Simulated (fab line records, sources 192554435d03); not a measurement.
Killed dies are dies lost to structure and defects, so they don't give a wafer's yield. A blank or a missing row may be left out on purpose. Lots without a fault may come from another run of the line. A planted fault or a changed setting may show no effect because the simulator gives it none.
Problem report in the 8D (eight disciplines) form, filled by code | flow n5_finfet | the parts of the form that need people (team, actions taken, sign-off) are left out

1. THE PROBLEM
killed_at_M4_up at N5_PASSIVATION_PROBE_49 reads a mean of 102 on 6 wafers of 2 lots; wafers without a fault read 13 with a standard deviation of 6. That is +15 standard deviations from the usual mean.
First seen on wafer L105.3, day 17 07:25, on prober-02. The record holds 12 wafers of 4 lots with a number at this step. Rule for "out", or "out of limits": more than 4 standard deviations from the usual mean. The other wafers with a number count as sound.

2. WHAT IT IS AND WHAT IT IS NOT
question                    | is                     | is not
which readings at this step | killed_at_M4_up        | killed_at_M0_to_M3, killed_at_contacts, killed_at_front_end, killed_open, killed_short, sort_bin_4_leakage
which lots                  | L103, L105             | L996, L999
which wafers of those lots  | all that have a number | -
read on which tools         | prober-02              | -
when                        | from day 17 07:25      | up to then (6 sound wafers)

3. SUSPECTS, AND WHAT RULES EACH OUT
Counting: a tool at a process step up to the reading stays a suspect if it ran every lot that is out and no sound lot after the first of them.
- pvd_sputter-03 at N5_BEOL_M10_PRE_CLEAN_45 (time 30 s): kept. It ran every lot that is out, first L105 (day 14 22:40), and no sound lot after that; its last sound lot up to then is L999 (day 13 17:12).
- prober-02 at N5_PASSIVATION_PROBE_49: kept. It ran every lot that is out, first L105 (day 17 07:25), and no sound lot after that; its last sound lot up to then is L999 (day 15 23:36). Its own readings are out on those wafers: killed_at_M4_up.
Left after counting: pvd_sputter-03 at N5_BEOL_M10_PRE_CLEAN_45, prober-02 at N5_PASSIVATION_PROBE_49.

4. THE CAUSE (what the simulator had put in)
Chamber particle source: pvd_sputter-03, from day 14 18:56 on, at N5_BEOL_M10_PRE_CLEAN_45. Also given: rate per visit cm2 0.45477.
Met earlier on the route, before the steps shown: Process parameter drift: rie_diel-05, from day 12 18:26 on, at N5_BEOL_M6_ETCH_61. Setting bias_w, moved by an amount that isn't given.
Counting left 2 suspects, and this tool is among them.

5. THE CHAIN OF EFFECTS, in route order
Each row: a reading whose mean over the struck wafers that have a number lies more than 3 standard deviations from the usual. Only readings for which the record gives a usual standard deviation are gone through. hours: the time from each lot's start at the first step in this table that gives one to its start at this step, as a median over the lots. sigmas: the change in usual standard deviations.
hours | step                    | reading              | usual  | on struck wafers | change | sigmas
0     | N5_PASSIVATION_PROBE_49 | defect_limited_yield | 91.6 % | 84.7             | -6.9   | -4.9
0     | N5_PASSIVATION_PROBE_49 | killed_at_M4_up      | 13     | 102              | +89    | +15
0     | N5_PASSIVATION_PROBE_49 | killed_dies          | 99     | 180              | +82    | +5.1
0     | N5_PASSIVATION_PROBE_49 | sort_bin_5_function  | 4.8 %  | 9.6              | +4.8   | +5.5
The process steps in it:
- N5_PASSIVATION_PROBE_49

6. WHAT WOULD HAVE CAUGHT IT SOONER
In this record the first reading out of limits was taken at day 17 07:25, 60 hours after the fault began at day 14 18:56.
Of the tool readings at N5_BEOL_M10_PRE_CLEAN_45 for which the record gives a usual standard deviation, none was out on any struck wafer, so an alarm limit of 4 standard deviations on them would not have fired.
All the lots that are out (2) had begun N5_BEOL_M10_PRE_CLEAN_45 on pvd_sputter-03 by day 17 07:25. A hold on the tool at that time would have spared none of them.
